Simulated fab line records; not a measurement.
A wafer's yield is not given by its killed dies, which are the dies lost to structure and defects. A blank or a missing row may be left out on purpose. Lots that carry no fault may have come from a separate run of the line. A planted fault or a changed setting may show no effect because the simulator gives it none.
Chamber matching / flow nandHarc / cmp-04 running NHARC_THIN_TSV_CMP_01: 4 sister chambers
The step polishes. 4 wafers are shown with their chamber, then 11 later ones without.

== WAFERS PAIRED WITH THEIR CHAMBERS ==
wafer=L086.1; chamber=3; motorCurrentA (A)=14.0
wafer=L087.1; chamber=0; motorCurrentA (A)=11.4
wafer=L087.6; chamber=2; motorCurrentA (A)=13.4
wafer=L088.1; chamber=1; motorCurrentA (A)=13.4

== WAFERS WITHOUT THEIR CHAMBER ==
wafer=L088.5; motorCurrentA (A)=13.3
wafer=L088.6; motorCurrentA (A)=12.7
wafer=L092.1; motorCurrentA (A)=13.1
wafer=L092.3; motorCurrentA (A)=11.8
wafer=L092.4; motorCurrentA (A)=13.1
wafer=L091.1; motorCurrentA (A)=11.8
wafer=L091.2; motorCurrentA (A)=13.1
wafer=L091.3; motorCurrentA (A)=13.4
wafer=L097.2; motorCurrentA (A)=13.2
wafer=L097.5; motorCurrentA (A)=13.4
wafer=L097.6; motorCurrentA (A)=12.6

== WHICH CHAMBER EACH WENT THROUGH ==
wafer=L088.5; from the rows above=can't be placed: 1 or 2 or 3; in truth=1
wafer=L088.6; from the rows above=can't be placed: 1 or 2 or 0 or 3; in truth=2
wafer=L092.1; from the rows above=can't be placed: 1 or 2 or 3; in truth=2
wafer=L092.3; from the rows above=0; in truth=0
wafer=L092.4; from the rows above=can't be placed: 1 or 2 or 3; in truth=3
wafer=L091.1; from the rows above=0; in truth=0
wafer=L091.2; from the rows above=can't be placed: 1 or 2 or 3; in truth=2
wafer=L091.3; from the rows above=can't be placed: 1 or 2 or 3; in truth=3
wafer=L097.2; from the rows above=can't be placed: 1 or 2 or 3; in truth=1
wafer=L097.5; from the rows above=can't be placed: 1 or 2 or 3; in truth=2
wafer=L097.6; from the rows above=can't be placed: 1 or 2 or 0 or 3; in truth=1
2 of 11 placed correctly. These rows do not allow placing 9 (true chamber among the candidates in 9). Placed wrongly: 0.
How it was worked out, from the rows above alone: a wafer's distance from a chamber is the root of the sum, over the readings, of the square of ((its reading less the chamber's mean) divided by the reading's scatter). If the next closest chamber is less than 2 further off than the closest, the wafer can't be placed; otherwise it belongs to the closest. The mean given for a chamber averages the wafers shown for that chamber. The scatter: root of mean squared gap, hidden wafer to nearest shown wafer, with one shown wafer a chamber.
